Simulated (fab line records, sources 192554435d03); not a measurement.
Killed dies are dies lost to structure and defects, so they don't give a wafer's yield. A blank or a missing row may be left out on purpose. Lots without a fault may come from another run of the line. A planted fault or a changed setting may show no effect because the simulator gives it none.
Split-lot experiment | flow n5_finfet | 7 lots, 21 wafers read, on a route of 1938 steps

THE SPLIT
At N5_BEOL_M5_ETCH_41 (etches SiCN in CH3F/O2, target depth 31.5 nm, time 56.7 s), the setting source_w was moved away from the recipe's 395 W on 6 of the 21 wafers read, by -17.0% to +15.3%. The other wafers ran this setting at the recipe's value.

The reading is taken at the split's own step.

THE READING
rf_vpp_V, in V, at N5_BEOL_M5_ETCH_41 (etches SiCN in CH3F/O2, target depth 31.5 nm, time 56.7 s). Fault-free wafers of this fab line usually give 298.1 V, standard deviation 1.5 V.

wafer  | tool, chamber at the split | source_w as run, W | against the recipe | rf_vpp_V, V | against lot-mates on the recipe
L074.1 | rie_diel-02, 2             | 337.9              | -14.5%             | 315.4       | +17.8
L074.2 | rie_diel-02, 0             | 337.9              | -14.5%             | 313.1       | +15.5
L074.3 | rie_diel-02, 1             | 395                | recipe             | 297.6       | -
L079.3 | rie_diel-05, 3             | 395                | recipe             | 296.4       | -
L079.5 | rie_diel-05, 2             | 449.9              | +13.9%             | 282.7       | -12.7
L079.6 | rie_diel-05, 3             | 395                | recipe             | 294.4       | -
L084.1 | rie_diel-02, 0             | 395                | recipe             | 297.9       | -
L084.2 | rie_diel-02, 2             | 395                | recipe             | 298.4       | -
L084.5 | rie_diel-02, 3             | 395                | recipe             | 301.3       | -
L087.3 | rie_diel-04, 0             | 327.9              | -17.0%             | 316.0       | +17.5
L087.5 | rie_diel-04, 0             | 395                | recipe             | 298.4       | -
L087.6 | rie_diel-04, 2             | 395                | recipe             | 298.7       | -
L088.1 | rie_diel-04, 0             | 395                | recipe             | 298.5       | -
L088.2 | rie_diel-04, 1             | 395                | recipe             | 298.5       | -
L088.3 | rie_diel-04, 2             | 395                | recipe             | 297.2       | -
L092.4 | rie_diel-02, 1             | 455.6              | +15.3%             | 284.2       | -13.5
L092.5 | rie_diel-02, 3             | 395                | recipe             | 297.7       | -
L092.6 | rie_diel-02, 2             | 455.6              | +15.3%             | 286.1       | -11.6
L095.2 | rie_diel-05, 1             | 395                | recipe             | 298.7       | -
L095.3 | rie_diel-05, 0             | 395                | recipe             | 299.0       | -
L095.6 | rie_diel-05, 2             | 395                | recipe             | 295.3       | -

THE FIT
A straight line over all 21 wafers: rf_vpp_V changes by -1.01 V for each +1% of source_w; r = -0.98; the points scatter about the line by 1.8 V.
The same after taking each lot's own level away (the mean of its wafers on the recipe; 21 wafers): -0.977 V for each +1%; r = -0.98; scatter 1.5 V.
On that fit, the largest move of source_w shifts the reading by 17 V.
The lots' own levels span 295.40 to 299.20 V, that is 2.5 times the standard deviation above.
So the lot-to-lot level changes the slope little: the two slopes agree.
Check: with one of the wafers moved furthest among these (-17.0%) left out of the fit, the line predicts +17 V for it against its lot-mates. It came out at +17.5 V against them.
Tool readings at the split's step, against how far the setting was moved: rf_vpp_V r = -0.98.

OTHER SPLITS ON THESE WAFERS
These wafers also went through other splits before the reading. Each is held against what the fit with the lots' levels taken away leaves over:
other split on the same wafers    | wafers away from the commonest value | r with rf_vpp_V (lot level and that fit taken away)
N5_BEOL_M3_ETCH_41 target_depth_a | 4                                    | +0.13
N5_BEOL_M5_TRENCH_ETCH_37 time_s  | 11                                   | +0.39

THE FILE'S OWN FIT
rf_vpp_V changes by -0.979 V for each +1% of source_w, r = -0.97.
